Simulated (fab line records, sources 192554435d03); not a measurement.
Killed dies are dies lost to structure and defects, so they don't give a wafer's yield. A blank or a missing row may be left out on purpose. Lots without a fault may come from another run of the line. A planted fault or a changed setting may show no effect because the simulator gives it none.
Chamber matching | flow n5_finfet | N5_BEOL_M9_ETCH_65 on rie_diel-02: 4 sister chambers
The step etches SiARC in CF4, target depth 15.6 nm, time 26 s. 16 wafers are shown with their chamber, then 8 later ones without.

WAFERS WITH THEIR CHAMBER
wafer  | chamber | drypump_motor_current_A (A) | etch_rf_on_time_s (s) | showerhead_plenum_p_Torr (Torr)
L080.1 | 2       | 5.5                         | 24.8                  | 2.13
L080.3 | 0       | 5.5                         | 26.8                  | 2.06
L080.6 | 1       | 5.4                         | 24.8                  | 2.25
L081.2 | 3       | 5.6                         | 28.2                  | 2.01
L081.3 | 0       | 5.5                         | 26.9                  | 2.06
L081.4 | 2       | 5.5                         | 24.9                  | 2.13
L085.1 | 3       | 5.6                         | 27.9                  | 2.01
L085.2 | 2       | 5.5                         | 24.5                  | 2.13
L085.4 | 1       | 5.4                         | 24.3                  | 2.25
L087.1 | 1       | 5.4                         | 24.1                  | 2.25
L087.2 | 2       | 5.5                         | 24.3                  | 2.13
L087.4 | 3       | 5.7                         | 27.5                  | 2.01
L091.1 | 2       | 5.5                         | 24.4                  | 2.13
L091.4 | 0       | 5.5                         | 26.4                  | 2.05
L091.5 | 1       | 5.4                         | 24.4                  | 2.25
L096.2 | 3       | 5.7                         | 27.3                  | 2.26

SIGNATURES (means of the wafers above)
reading                  | chamber 0 | chamber 1 | chamber 2 | chamber 3 | scatter within a chamber
drypump_motor_current_A  | 5.500     | 5.400     | 5.500     | 5.650     | 0.0289
etch_rf_on_time_s        | 26.700    | 24.400    | 24.580    | 27.725    | 0.31
showerhead_plenum_p_Torr | 2.0567    | 2.2500    | 2.1300    | 2.0725    | 0.0625
Rule: a wafer's distance from a chamber is the root of the sum, over the readings, of the square of ((its reading less the chamber's mean) divided by the reading's scatter). The wafer belongs to the nearest chamber; if the next one is less than 2 further off, it can't be placed. The scatter: the root of (the sum of the squares of (reading less its chamber's mean) over the shown wafers, divided by (wafers less chambers)).

WAFERS WITHOUT THEIR CHAMBER
wafer  | drypump_motor_current_A (A) | etch_rf_on_time_s (s) | showerhead_plenum_p_Torr (Torr)
L096.3 | 5.4                         | 24.7                  | 2.24
L096.4 | 5.5                         | 26.9                  | 2.05
L097.1 | 5.5                         | 25.0                  | 2.12
L097.4 | 5.4                         | 24.8                  | 2.24
L097.6 | 5.5                         | 24.8                  | 2.12
L095.2 | 5.5                         | 26.5                  | 2.05
L095.4 | 5.5                         | 24.5                  | 2.24
L095.5 | 5.5                         | 26.5                  | 2.05

WHICH CHAMBER EACH WENT THROUGH
wafer  | from the rows above     | in truth
L096.3 | 1                       | 1
L096.4 | 0                       | 0
L097.1 | 2                       | 2
L097.4 | 1                       | 1
L097.6 | 2                       | 2
L095.2 | 0                       | 0
L095.4 | can't be placed: 2 or 1 | 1
L095.5 | 0                       | 0
Placed correctly: 7 of 8. Can't be placed from these rows: 1 (the true chamber is among the candidates in 1). Placed wrongly: 0.
